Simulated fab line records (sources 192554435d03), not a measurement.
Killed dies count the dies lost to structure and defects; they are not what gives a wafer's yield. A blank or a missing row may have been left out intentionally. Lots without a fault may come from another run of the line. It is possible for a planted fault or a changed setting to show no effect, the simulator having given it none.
Which of the tools did it?	flow n5-finfet	10 lots with 30 wafers sampled at 5 steps, on a route of 1938 steps

## WHAT THE GAUGES SHOWED, per wafer
N5_BEOL_M4_RC_MEAS_101.
lot	measured	on	DIBL_N (mV/V)
L843	day 7 20:11	prober-02	36.5 37.0 37.2
L845	day 8 12:26	prober-02	35.8 36.0 35.8
L846	day 8 15:07	prober-01	36.4 34.1 35.7
L847	day 8 21:29	prober-01	35.8 35.2 34.1
L848	day 9 03:50	prober-01	36.7 38.0 37.8
L849	day 9 12:56	prober-01	37.0 37.1 35.8
L851	day 9 21:47	prober-01	35.3 35.9 35.8
L861	day 12 12:46	prober-02	36.6 37.7 36.6
L863	day 13 00:23	prober-01	37.0 36.1 36.7
L866	day 13 15:23	prober-02	37.4 36.6 37.8

## WHICH TOOL RAN EACH LOT (tool, then ch and the chambers of the sampled wafers, then the start)
lot	N5_BEOL_M2_SPUTTER_94	N5_BEOL_M2_CO_CAP_55	N5_BEOL_M3_PECVD_72	N5_BEOL_M3_COAT_62
L843	pvd-sputter-01, day 6 20:32	cvd-co-01 ch 0,1, day 6 21:37	pecvd-01 ch 1,2, day 6 21:59	litho-track-01 ch 0, day 7 00:19
L845	pvd-sputter-01, day 7 12:02	cvd-co-02 ch 0,1,2, day 7 13:12	pecvd-01 ch 0,1,2, day 7 13:32	litho-track-02 ch 0, day 7 15:08
L846	pvd-sputter-03, day 7 13:47	cvd-co-01 ch 0,2, day 7 14:53	pecvd-01 ch 0,1,2, day 7 15:15	litho-track-01 ch 0, day 7 16:16
L847	pvd-sputter-01, day 7 14:42	cvd-co-01 ch 0,1,2, day 7 15:47	pecvd-01 ch 0,1,2, day 7 16:11	litho-track-02 ch 0, day 7 16:45
L848	pvd-sputter-01, day 8 06:01	cvd-co-01 ch 0,1,2, day 8 07:18	pecvd-01 ch 0,1,2, day 8 07:38	litho-track-02 ch 0, day 8 10:16
L849	pvd-sputter-01, day 8 13:23	cvd-co-01 ch 0,1,2, day 8 14:28	pecvd-01 ch 0,2, day 8 14:49	litho-track-02 ch 0, day 8 17:16
L851	pvd-sputter-03, day 8 17:07	cvd-co-02 ch 0,1,2, day 8 18:12	pecvd-04 ch 0,2, day 8 18:33	litho-track-02 ch 0, day 8 20:43
L861	pvd-sputter-02, day 11 09:23	cvd-co-01 ch 0,1, day 11 10:28	pecvd-01 ch 1,2, day 11 10:49	litho-track-01 ch 0, day 11 14:05
L863	pvd-sputter-03, day 11 17:47	cvd-co-01 ch 0,1,2, day 11 18:53	pecvd-02 ch 0,1,2, day 11 19:14	litho-track-02 ch 0, day 11 19:50
L866	pvd-sputter-03, day 12 13:05	cvd-co-01 ch 0,1,2, day 12 14:27	pecvd-02 ch 0,1, day 12 14:49	litho-track-02 ch 0, day 12 17:29
- N5_BEOL_M2_SPUTTER_94: material Cu, target thk 4.5 nm, time 8.29 s.
- N5_BEOL_M2_CO_CAP_55: material Co, precursor CCTBA/H2, target thk 2 nm, time 102.1 s.
- N5_BEOL_M3_PECVD_72: deposits SiO2 from TEOS/O2, target thk 16 nm, time 18 s.
- N5_BEOL_M3_COAT_62: time 60 s, resist thk 12 nm.

## THE ANSWER, worked out from the rows above alone
Rule: what is usual is taken from the lots themselves. The widest of any qualifying gaps counts: lots, ordered by their means at a reading, are off when they make up no more than a third of the lots, leave a main group of 4 or more, and stand apart from it by 3 or more times the standard deviation of that group's means. The tables above print the reading to a certain number of digits; a main group whose means all agree to those digits is not used. A lot without any number at a reading at which 4 lots or more have one is off too. The other lots that the step has rows for count as sound.
Across all readings shown, no lot is off: no conclusion can be drawn from this.

## WHAT WAS PUT IN BY THE SIMULATOR
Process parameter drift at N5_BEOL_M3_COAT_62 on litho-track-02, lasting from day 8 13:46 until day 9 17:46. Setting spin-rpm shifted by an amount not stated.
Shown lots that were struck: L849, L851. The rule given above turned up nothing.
